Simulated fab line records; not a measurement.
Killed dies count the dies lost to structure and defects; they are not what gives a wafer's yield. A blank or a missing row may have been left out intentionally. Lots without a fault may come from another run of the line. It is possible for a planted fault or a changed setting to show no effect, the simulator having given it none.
Split-lot study || flow n5Finfet || on a route of 1938 steps: 7 lots, 39 wafers read

SPLIT DETAILS
At N5_SD_EPI_P_ETCH_37 (etches SOC in N2/H2, overetch 108 nm, time 486 s), the setting sourceW was moved away from the recipe's 3000 W on 6 of the 39 wafers read, by -9.9% to -5.3%. The other wafers ran this setting at the recipe's value.

The reading comes from the split's own step.

THE READING
rfVppV, in V, at N5_SD_EPI_P_ETCH_37 (etches SOC in N2/H2, overetch 108 nm, time 486 s). Fault-free wafers of this fab line usually give 240.8 V, standard deviation 1.5 V.

{"wafer": "L075.1", "tool, chamber at the split": "rieDiel-03, 2", "sourceW as run, W": 2841, "against the recipe": "-5.3%", "rfVppV, V": 245.2, "against lot-mates on the recipe": "+3.5"}
{"wafer": "L075.2", "tool, chamber at the split": "rieDiel-03, 0", "sourceW as run, W": 2841, "against the recipe": "-5.3%", "rfVppV, V": 245.6, "against lot-mates on the recipe": "+3.9"}
{"wafer": "L075.3", "tool, chamber at the split": "rieDiel-03, 1", "sourceW as run, W": 2841, "against the recipe": "-5.3%", "rfVppV, V": 243.8, "against lot-mates on the recipe": "+2.1"}
{"wafer": "L075.4", "tool, chamber at the split": "rieDiel-03, 3", "sourceW as run, W": 3000, "against the recipe": "recipe", "rfVppV, V": 242.0, "against lot-mates on the recipe": "-"}
{"wafer": "L075.5", "tool, chamber at the split": "rieDiel-03, 3", "sourceW as run, W": 3000, "against the recipe": "recipe", "rfVppV, V": 242.4, "against lot-mates on the recipe": "-"}
{"wafer": "L075.6", "tool, chamber at the split": "rieDiel-03, 0", "sourceW as run, W": 3000, "against the recipe": "recipe", "rfVppV, V": 240.8, "against lot-mates on the recipe": "-"}
{"wafer": "L080.1", "tool, chamber at the split": "rieDiel-02, 1", "sourceW as run, W": 3000, "against the recipe": "recipe", "rfVppV, V": 239.4, "against lot-mates on the recipe": "-"}
{"wafer": "L080.2", "tool, chamber at the split": "rieDiel-02, 2", "sourceW as run, W": 3000, "against the recipe": "recipe", "rfVppV, V": 239.4, "against lot-mates on the recipe": "-"}
{"wafer": "L080.3", "tool, chamber at the split": "rieDiel-02, 3", "sourceW as run, W": 3000, "against the recipe": "recipe", "rfVppV, V": 240.7, "against lot-mates on the recipe": "-"}
{"wafer": "L080.4", "tool, chamber at the split": "rieDiel-02, 0", "sourceW as run, W": 3000, "against the recipe": "recipe", "rfVppV, V": 242.5, "against lot-mates on the recipe": "-"}
{"wafer": "L080.5", "tool, chamber at the split": "rieDiel-02, 3", "sourceW as run, W": 3000, "against the recipe": "recipe", "rfVppV, V": 240.0, "against lot-mates on the recipe": "-"}
{"wafer": "L080.6", "tool, chamber at the split": "rieDiel-02, 0", "sourceW as run, W": 3000, "against the recipe": "recipe", "rfVppV, V": 241.9, "against lot-mates on the recipe": "-"}
{"wafer": "L082.1", "tool, chamber at the split": "rieDiel-03, 0", "sourceW as run, W": 3000, "against the recipe": "recipe", "rfVppV, V": 240.3, "against lot-mates on the recipe": "-"}
{"wafer": "L082.2", "tool, chamber at the split": "rieDiel-03, 2", "sourceW as run, W": 3000, "against the recipe": "recipe", "rfVppV, V": 240.9, "against lot-mates on the recipe": "-"}
{"wafer": "L082.3", "tool, chamber at the split": "rieDiel-03, 1", "sourceW as run, W": 3000, "against the recipe": "recipe", "rfVppV, V": 237.4, "against lot-mates on the recipe": "-"}
{"wafer": "L082.4", "tool, chamber at the split": "rieDiel-03, 3", "sourceW as run, W": 3000, "against the recipe": "recipe", "rfVppV, V": 241.8, "against lot-mates on the recipe": "-"}
{"wafer": "L082.5", "tool, chamber at the split": "rieDiel-03, 1", "sourceW as run, W": 3000, "against the recipe": "recipe", "rfVppV, V": 238.8, "against lot-mates on the recipe": "-"}
{"wafer": "L082.6", "tool, chamber at the split": "rieDiel-03, 2", "sourceW as run, W": 3000, "against the recipe": "recipe", "rfVppV, V": 239.0, "against lot-mates on the recipe": "-"}
{"wafer": "L085.1", "tool, chamber at the split": "rieDiel-02, 0", "sourceW as run, W": 2703, "against the recipe": "-9.9%", "rfVppV, V": 251.1, "against lot-mates on the recipe": "+12.2"}
{"wafer": "L085.2", "tool, chamber at the split": "rieDiel-02, 1", "sourceW as run, W": 3000, "against the recipe": "recipe", "rfVppV, V": 239.4, "against lot-mates on the recipe": "-"}
{"wafer": "L085.3", "tool, chamber at the split": "rieDiel-02, 3", "sourceW as run, W": 2703, "against the recipe": "-9.9%", "rfVppV, V": 248.3, "against lot-mates on the recipe": "+9.4"}
{"wafer": "L085.4", "tool, chamber at the split": "rieDiel-02, 2", "sourceW as run, W": 3000, "against the recipe": "recipe", "rfVppV, V": 238.0, "against lot-mates on the recipe": "-"}
{"wafer": "L085.5", "tool, chamber at the split": "rieDiel-02, 3", "sourceW as run, W": 3000, "against the recipe": "recipe", "rfVppV, V": 239.2, "against lot-mates on the recipe": "-"}
{"wafer": "L085.6", "tool, chamber at the split": "rieDiel-02, 2", "sourceW as run, W": 2703, "against the recipe": "-9.9%", "rfVppV, V": 248.7, "against lot-mates on the recipe": "+9.8"}
{"wafer": "L091.1", "tool, chamber at the split": "rieDiel-03, 1", "sourceW as run, W": 3000, "against the recipe": "recipe", "rfVppV, V": 238.7, "against lot-mates on the recipe": "-"}
{"wafer": "L091.2", "tool, chamber at the split": "rieDiel-03, 2", "sourceW as run, W": 3000, "against the recipe": "recipe", "rfVppV, V": 240.8, "against lot-mates on the recipe": "-"}
{"wafer": "L091.3", "tool, chamber at the split": "rieDiel-03, 3", "sourceW as run, W": 3000, "against the recipe": "recipe", "rfVppV, V": 242.3, "against lot-mates on the recipe": "-"}
{"wafer": "L091.4", "tool, chamber at the split": "rieDiel-03, 0", "sourceW as run, W": 3000, "against the recipe": "recipe", "rfVppV, V": 241.5, "against lot-mates on the recipe": "-"}
{"wafer": "L091.5", "tool, chamber at the split": "rieDiel-03, 0", "sourceW as run, W": 3000, "against the recipe": "recipe", "rfVppV, V": 240.3, "against lot-mates on the recipe": "-"}
{"wafer": "L091.6", "tool, chamber at the split": "rieDiel-03, 3", "sourceW as run, W": 3000, "against the recipe": "recipe", "rfVppV, V": 242.3, "against lot-mates on the recipe": "-"}
{"wafer": "L095.1", "tool, chamber at the split": "rieDiel-03, 0", "sourceW as run, W": 3000, "against the recipe": "recipe", "rfVppV, V": 241.2, "against lot-mates on the recipe": "-"}
{"wafer": "L095.2", "tool, chamber at the split": "rieDiel-03, 3", "sourceW as run, W": 3000, "against the recipe": "recipe", "rfVppV, V": 241.7, "against lot-mates on the recipe": "-"}
{"wafer": "L095.3", "tool, chamber at the split": "rieDiel-03, 2", "sourceW as run, W": 3000, "against the recipe": "recipe", "rfVppV, V": 241.6, "against lot-mates on the recipe": "-"}
{"wafer": "L095.4", "tool, chamber at the split": "rieDiel-03, 1", "sourceW as run, W": 3000, "against the recipe": "recipe", "rfVppV, V": 237.9, "against lot-mates on the recipe": "-"}
{"wafer": "L095.5", "tool, chamber at the split": "rieDiel-03, 0", "sourceW as run, W": 3000, "against the recipe": "recipe", "rfVppV, V": 241.8, "against lot-mates on the recipe": "-"}
{"wafer": "L095.6", "tool, chamber at the split": "rieDiel-03, 3", "sourceW as run, W": 3000, "against the recipe": "recipe", "rfVppV, V": 242.6, "against lot-mates on the recipe": "-"}
{"wafer": "L096.4", "tool, chamber at the split": "rieDiel-03, 2", "sourceW as run, W": 3000, "against the recipe": "recipe", "rfVppV, V": 241.8, "against lot-mates on the recipe": "-"}
{"wafer": "L096.5", "tool, chamber at the split": "rieDiel-03, 0", "sourceW as run, W": 3000, "against the recipe": "recipe", "rfVppV, V": 240.9, "against lot-mates on the recipe": "-"}
{"wafer": "L096.6", "tool, chamber at the split": "rieDiel-03, 3", "sourceW as run, W": 3000, "against the recipe": "recipe", "rfVppV, V": 244.0, "against lot-mates on the recipe": "-"}

FIT RESULTS
A straight line over all 39 wafers: rfVppV changes by -0.857 V for each +1% of sourceW; r = -0.86; the points scatter about the line by 1.5 V.
The same after taking each lot's own level away (the mean of its wafers on the recipe; 39 wafers): -0.966 V for each +1%; r = -0.90; scatter 1.4 V.
Per that fit: largest sourceW move, reading shift of 9.6 V.
The span of the lots' own levels, 238.87 to 242.23 V, comes to 2.2 times the standard deviation stated above.
So the lot-to-lot level changes the slope: the two fits differ.
Check: for one of the wafers moved furthest among these (-9.9%), held out of the fit, the line's prediction against its lot-mates is +8.51 V. It came out at +12.2 V against them.
Tool readings at the split's step, against how far the setting was moved: rfVppV r = -0.86.

THESE WAFERS: OTHER SPLITS
Other splits were also applied to these wafers ahead of the reading. Each is held against what the fit with the lots' levels taken away leaves over:
{"other split on the same wafers": "N5_FIN_SAQP_ETCH_52 sourceW", "wafers away from the commonest value": 12, "r with rfVppV (lot level and that fit taken away)": "+0.02"}

FILE'S OWN FIT
rfVppV changes by -0.956 V for each +1% of sourceW, r = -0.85.
